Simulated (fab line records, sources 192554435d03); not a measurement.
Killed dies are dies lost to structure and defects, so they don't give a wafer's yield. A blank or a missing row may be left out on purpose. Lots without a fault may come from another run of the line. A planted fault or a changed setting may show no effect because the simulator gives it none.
Split-lot experiment | flow n5_finfet | 7 lots, 21 wafers read, on a route of 1938 steps

THE SPLIT
At N5_PASSIVATION_PASS_ETCH_47 (etches SiNx in CF4/O2, target depth 770 nm, time 385 s), the setting source_w was moved away from the recipe's 535 W on 9 of the 21 wafers read, by -14.1% to +18.0%. The other wafers ran this setting at the recipe's value.

The reading is taken at the split's own step.

THE READING
etch.depth_nm (the simulator's own value, which no gauge read), in nm, at N5_PASSIVATION_PASS_ETCH_47 (etches SiNx in CF4/O2, target depth 770 nm, time 385 s). The file gives no usual value for it. The 12 wafers here that ran the recipe average 756.1 nm, standard deviation 21 nm.

wafer  | tool, chamber at the split | source_w as run, W | against the recipe | etch.depth_nm, nm | against lot-mates on the recipe
L074.4 | rie_diel-02, 3             | 535                | recipe             | 745               | -
L074.5 | rie_diel-02, 1             | 535                | recipe             | 746.7             | -
L074.6 | rie_diel-02, 2             | 608.5              | +13.7%             | 850.7             | +104.9
L075.2 | rie_diel-02, 3             | 459.5              | -14.1%             | 655.6             | -94.7
L075.4 | rie_diel-02, 1             | 459.5              | -14.1%             | 655               | -95.3
L075.6 | rie_diel-02, 1             | 535                | recipe             | 750.3             | -
L078.2 | rie_diel-02, 1             | 535                | recipe             | 738.7             | -
L078.3 | rie_diel-02, 3             | 607                | +13.5%             | 831.1             | +92.4
L078.5 | rie_diel-02, 2             | 607                | +13.5%             | 859.9             | +121.2
L080.4 | rie_diel-02, 0             | 605.3              | +13.1%             | 825.1             | +80.1
L080.5 | rie_diel-02, 1             | 535                | recipe             | 745               | -
L080.6 | rie_diel-02, 0             | 605.3              | +13.1%             | 827.2             | +82.2
L083.2 | rie_diel-06, 2             | 535                | recipe             | 794.5             | -
L083.3 | rie_diel-06, 1             | 631.2              | +18.0%             | 847.2             | +74.0
L083.4 | rie_diel-06, 0             | 535                | recipe             | 752               | -
L085.2 | rie_diel-06, 3             | 535                | recipe             | 770               | -
L085.3 | rie_diel-06, 1             | 535                | recipe             | 735               | -
L085.4 | rie_diel-06, 2             | 535                | recipe             | 802.7             | -
L086.3 | rie_diel-02, 1             | 492                | -8.0%              | 690.3             | -56.0
L086.5 | rie_diel-02, 2             | 535                | recipe             | 748.8             | -
L086.6 | rie_diel-02, 1             | 535                | recipe             | 743.9             | -

THE FIT
A straight line over all 21 wafers: etch.depth_nm changes by +6.38 nm for each +1% of source_w; r = +0.95; the points scatter about the line by 19 nm.
The same after taking each lot's own level away (the mean of its wafers on the recipe; 21 wafers): +6.49 nm for each +1%; r = +0.95; scatter 19 nm.
On that fit, the largest move of source_w shifts the reading by 1.2e+02 nm.
The lots' own levels span 738.70 to 773.25 nm, that is 1.7 times the standard deviation above.
So the lot-to-lot level changes the slope little: the two slopes agree.
Check: with one of the wafers moved furthest among these (+18.0%) left out of the fit, the line predicts +127 nm for it against its lot-mates. It came out at +74 nm against them.

OTHER SPLITS ON THESE WAFERS
These wafers also went through other splits before the reading. Each is held against what the fit with the lots' levels taken away leaves over:
other split on the same wafers   | wafers away from the commonest value | r with etch.depth_nm (lot level and that fit taken away)
N5_PASSIVATION_PEB_08 peb_time_s | as run: not given for these wafers   | -

THE FILE'S OWN FIT
etch.depth_nm changes by +6.26 nm for each +1% of source_w, r = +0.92.
